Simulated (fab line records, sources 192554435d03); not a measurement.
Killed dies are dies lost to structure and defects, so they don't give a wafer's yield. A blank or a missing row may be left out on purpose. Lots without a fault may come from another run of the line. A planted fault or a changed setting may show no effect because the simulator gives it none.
Chamber matching | flow n5_finfet | N5_SD_EPI_N_DESCUM_14 on rie_diel-04: 4 sister chambers
The step chemistry O2, time 7.9 s. 4 wafers are shown with their chamber, then 8 later ones without.

WAFERS WITH THEIR CHAMBER
wafer  | chamber | showerhead_plenum_p_Torr (Torr)
L084.2 | 2       | 2.14
L084.3 | 3       | 2.14
L084.4 | 0       | 2.08
L091.1 | 1       | 2.05

WAFERS WITHOUT THEIR CHAMBER
wafer  | showerhead_plenum_p_Torr (Torr)
L091.3 | 2.08
L091.6 | 2.07
L095.2 | 2.05
L095.3 | 2.07
L095.6 | 2.13
L096.4 | 2.05
L096.5 | 2.05
L096.6 | 2.13

WHICH CHAMBER EACH WENT THROUGH
wafer  | from the rows above     | in truth
L091.3 | 0                       | 0
L091.6 | can't be placed: 0 or 1 | 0
L095.2 | 1                       | 1
L095.3 | can't be placed: 0 or 1 | 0
L095.6 | can't be placed: 2 or 3 | 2
L096.4 | 1                       | 1
L096.5 | 1                       | 1
L096.6 | can't be placed: 2 or 3 | 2
Placed correctly: 4 of 8. Can't be placed from these rows: 4 (the true chamber is among the candidates in 4). Placed wrongly: 0.
How it was worked out, from the rows above alone: a wafer's distance from a chamber is the root of the sum, over the readings, of the square of ((its reading less the chamber's mean) divided by the reading's scatter). The wafer belongs to the nearest chamber; if the next one is less than 2 further off, it can't be placed. A chamber's mean is the mean of its shown wafers. The scatter: with one shown wafer a chamber, the root of the mean of the squares of how far each hidden wafer lies from its nearest shown one.
